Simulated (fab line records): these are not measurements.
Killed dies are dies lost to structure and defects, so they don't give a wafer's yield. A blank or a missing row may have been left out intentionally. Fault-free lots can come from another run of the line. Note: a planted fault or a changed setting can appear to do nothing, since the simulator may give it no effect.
Problem report, 8D (eight disciplines) form, completed by code -- flow n5_finfet -- the parts of the form that need people (team, actions taken, sign-off) are left out

1. PROBLEM STATEMENT
M7_ILD_THK at N5_BEOL_M7_THK_MEAS_01 reads a mean of 121.7 nm on 1 wafer of 1 lot; wafers without a fault read 154.9 nm with a standard deviation of 2.3. That is -14 standard deviations from the usual mean.
First observed at day 13 06:22: wafer L842.5, on film_metro-01. Wafers with a number at this step in the record: 32, from 11 lots. Rule for "out" (also "out of limits"): further than 4 standard deviations from the usual mean. Any other wafer with a number is counted as sound.

2. WHAT IT IS; WHAT IT IS NOT
question,is,is not
which readings at this step,M7_ILD_THK,-
which lots,L842,"L825, L826, L827, L829, L830, L832, L833, L834, L836, L847"
which wafers of those lots,L842.5,"L842.1, L842.2"
read on which gauges,film_metro-01,film_metro-02
when,from day 13 06:22,up to then (28 sound wafers); but 3 sound wafers of L847 came after

3. THE SUSPECTS, EACH WITH WHAT RULES IT OUT
Counting: any tool at a process step up to the reading remains a suspect provided it ran every lot that is out. Sound lots after the first of them don't rule it out here, since some wafers of a struck lot are sound.
- the gauge at N5_BEOL_M7_THK_MEAS_01: kept. All the wafers that are out were read on film_metro-01, and no step on other tools shows them out.
- uv_cure-03 at N5_BEOL_M6_CURE_75 (cures SiCOH lowk, time 120 s): kept. The lot that is out, L842, ran on it at day 13 02:42; the last sound lot it ran before that was L834, at day 11 10:14.
- pvd_sputter-02 at N5_BEOL_M6_SURFACE_TREAT_79: kept. The lot that is out, L842, ran on it at day 13 03:40; the last sound lot it ran before that was L834, at day 11 11:00.
- pecvd-04 at N5_BEOL_M7_ILD_DEP_00 (deposits SiCOH lowk from DEMS/porogen, target thk 179.75 nm, time 33.4 s): kept. The lot that is out, L842, ran on it at day 13 05:47; the last sound lot it ran before that was L836, at day 11 23:06.
- uv_cure-03 at N5_BEOL_M7_CURE_74 (cures SiCOH lowk, time 240 s): kept. The lot that is out, L842, ran on it at day 13 05:51; the last sound lot it ran before that was L836, at day 11 23:19.
- Within pecvd-04 at N5_BEOL_M7_ILD_DEP_00: the wafers that are out ran in chamber 1; their sound lot-mates ran in chambers 0, 2.
Left after counting: uv_cure-03 at N5_BEOL_M6_CURE_75, pvd_sputter-02 at N5_BEOL_M6_SURFACE_TREAT_79, pecvd-04 at N5_BEOL_M7_ILD_DEP_00, uv_cure-03 at N5_BEOL_M7_CURE_74, film_metro-01 at N5_BEOL_M7_THK_MEAS_01.

4. THE CAUSE (what the simulator had put in)
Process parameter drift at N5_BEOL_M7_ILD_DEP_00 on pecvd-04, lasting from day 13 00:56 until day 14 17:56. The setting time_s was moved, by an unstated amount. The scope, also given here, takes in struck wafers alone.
Counting leaves 5 suspects; this tool is one of them.

5. SEQUENCE OF EFFECTS, ordered by route
Each row: a reading where the mean over the struck wafers with a number is more than 3 standard deviations away from the usual. Readings are gone through only where the record gives a usual standard deviation; hours: the median, over the lots, of the time from a lot's start at the first step in this table giving one to that lot's start at this step; sigmas: the change measured in usual standard deviations.
hours,step,reading,usual,on struck wafers,change,sigmas
0,N5_BEOL_M7_THK_MEAS_01,M7_ILD_THK,154.9 nm,121.7,-33.2,-14

6. HOW IT WOULD HAVE BEEN CAUGHT EARLIER
5 hours passed between the start of the fault at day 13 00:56 and the first reading out of limits at a measuring or inspecting step in this record, taken at day 13 06:22.
Tool readings at N5_BEOL_M7_ILD_DEP_00 with a usual standard deviation given in the record: none out on any struck wafer, hence no alarm at a limit of 4 standard deviations on them.
Each of the lots that are out, 1 in all, had begun N5_BEOL_M7_ILD_DEP_00 on pecvd-04 no later than day 13 06:22. A hold on the tool at that time would have spared none of them.
